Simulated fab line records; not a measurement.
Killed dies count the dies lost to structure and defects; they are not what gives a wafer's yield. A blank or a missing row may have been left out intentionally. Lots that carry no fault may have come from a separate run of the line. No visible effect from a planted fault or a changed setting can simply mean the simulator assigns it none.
Chamber matching :: flow n5Finfet :: 3 sister chambers for N5_BEOL_M7_CURE_75 on uvCure-03
The step cures SiCOH lowk, time 120 s. 22 wafers are shown with their chamber, then 11 later ones without.

## WAFERS WITH THEIR CHAMBER
wafer: L075.1
chamber: 1
wafer_temp_C_max: 371.2
lampPowerPct (%): 52.29

wafer: L075.3
chamber: 1
wafer_temp_C_max: 371.2
lampPowerPct (%): 52.30

wafer: L075.5
chamber: 1
wafer_temp_C_max: 371.5
lampPowerPct (%): 52.27

wafer: L077.3
chamber: 2
wafer_temp_C_max: 371.6
lampPowerPct (%): 52.26

wafer: L077.4
chamber: 2
wafer_temp_C_max: 371.5
lampPowerPct (%): 52.27

wafer: L077.6
chamber: 2
wafer_temp_C_max: 372.2
lampPowerPct (%): 52.35

wafer: L079.1
chamber: 2
wafer_temp_C_max: 371.5
lampPowerPct (%): 52.27

wafer: L079.4
chamber: 2
wafer_temp_C_max: 372.0
lampPowerPct (%): 52.29

wafer: L079.6
chamber: 2
wafer_temp_C_max: 370.9
lampPowerPct (%): 52.25

wafer: L078.2
chamber: 1
wafer_temp_C_max: 371.7
lampPowerPct (%): 52.29

wafer: L078.3
chamber: 1
wafer_temp_C_max: 371.3
lampPowerPct (%): 52.35

wafer: L078.6
chamber: 1
wafer_temp_C_max: 371.3
lampPowerPct (%): 52.23

wafer: L082.2
chamber: 0
wafer_temp_C_max: 371.0
lampPowerPct (%): 52.31

wafer: L082.4
chamber: 0
wafer_temp_C_max: 371.2
lampPowerPct (%): 52.40

wafer: L082.5
chamber: 0
wafer_temp_C_max: 370.8
lampPowerPct (%): 52.26

wafer: L081.3
chamber: 1
wafer_temp_C_max: 371.3
lampPowerPct (%): 52.31

wafer: L081.5
chamber: 1
wafer_temp_C_max: 371.1
lampPowerPct (%): 52.24

wafer: L081.6
chamber: 1
wafer_temp_C_max: 371.2
lampPowerPct (%): 52.25

wafer: L091.1
chamber: 0
wafer_temp_C_max: 371.1
lampPowerPct (%): 52.38

wafer: L091.2
chamber: 0
wafer_temp_C_max: 371.3
lampPowerPct (%): 52.33

wafer: L091.4
chamber: 0
wafer_temp_C_max: 371.4
lampPowerPct (%): 52.30

wafer: L094.3
chamber: 2
wafer_temp_C_max: 371.4
lampPowerPct (%): 52.23

SIGNATURES (means of the wafers above)
reading: wafer_temp_C_max
chamber 0: 371.133
chamber 1: 371.311
chamber 2: 371.586
scatter within a chamber: 0.288

reading: lampPowerPct
chamber 0: 52.3300
chamber 1: 52.2811
chamber 2: 52.2743
scatter within a chamber: 0.0422
Rule: for each reading, subtract the chamber's mean from the wafer's reading, divide by that reading's scatter and square the result; add these up over the readings and take the root, which gives the wafer's distance from the chamber. If the next closest chamber is less than 2 further off than the closest, the wafer can't be placed; otherwise it belongs to the closest. How the scatter is found: for the shown wafers, subtract from each reading the mean of its chamber, square and add these, divide the total by (wafers less chambers), then take the root.

## WAFERS WITH NO CHAMBER GIVEN
wafer: L094.4
wafer_temp_C_max: 371.4
lampPowerPct (%): 52.27

wafer: L094.6
wafer_temp_C_max: 371.3
lampPowerPct (%): 52.24

wafer: L095.1
wafer_temp_C_max: 371.6
lampPowerPct (%): 52.35

wafer: L095.3
wafer_temp_C_max: 371.5
lampPowerPct (%): 52.30

wafer: L095.4
wafer_temp_C_max: 371.4
lampPowerPct (%): 52.27

wafer: L095.2
wafer_temp_C_max: 371.5
lampPowerPct (%): 52.28

wafer: L095.5
wafer_temp_C_max: 371.6
lampPowerPct (%): 52.27

wafer: L095.6
wafer_temp_C_max: 371.7
lampPowerPct (%): 52.36

wafer: L097.2
wafer_temp_C_max: 371.6
lampPowerPct (%): 52.26

wafer: L097.3
wafer_temp_C_max: 371.7
lampPowerPct (%): 52.30

wafer: L097.5
wafer_temp_C_max: 371.1
lampPowerPct (%): 52.38

## EACH ONE'S CHAMBER
wafer: L094.4
from the rows above: can't be placed: 1 or 2 or 0
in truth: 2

wafer: L094.6
from the rows above: can't be placed: 1 or 2 or 0
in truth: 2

wafer: L095.1
from the rows above: can't be placed: 0 or 2 or 1
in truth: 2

wafer: L095.3
from the rows above: can't be placed: 2 or 1 or 0
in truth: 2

wafer: L095.4
from the rows above: can't be placed: 1 or 2 or 0
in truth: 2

wafer: L095.2
from the rows above: can't be placed: 2 or 1 or 0
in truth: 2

wafer: L095.5
from the rows above: can't be placed: 2 or 1
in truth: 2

wafer: L095.6
from the rows above: can't be placed: 2 or 0 or 1
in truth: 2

wafer: L097.2
from the rows above: can't be placed: 2 or 1 or 0
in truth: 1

wafer: L097.3
from the rows above: can't be placed: 2 or 1 or 0
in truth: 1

wafer: L097.5
from the rows above: can't be placed: 0 or 1 or 2
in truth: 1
Correctly placed: 0 of 11. Not placeable from these rows: 11 (in 11, the candidates include the true chamber). Wrongly placed: 0.
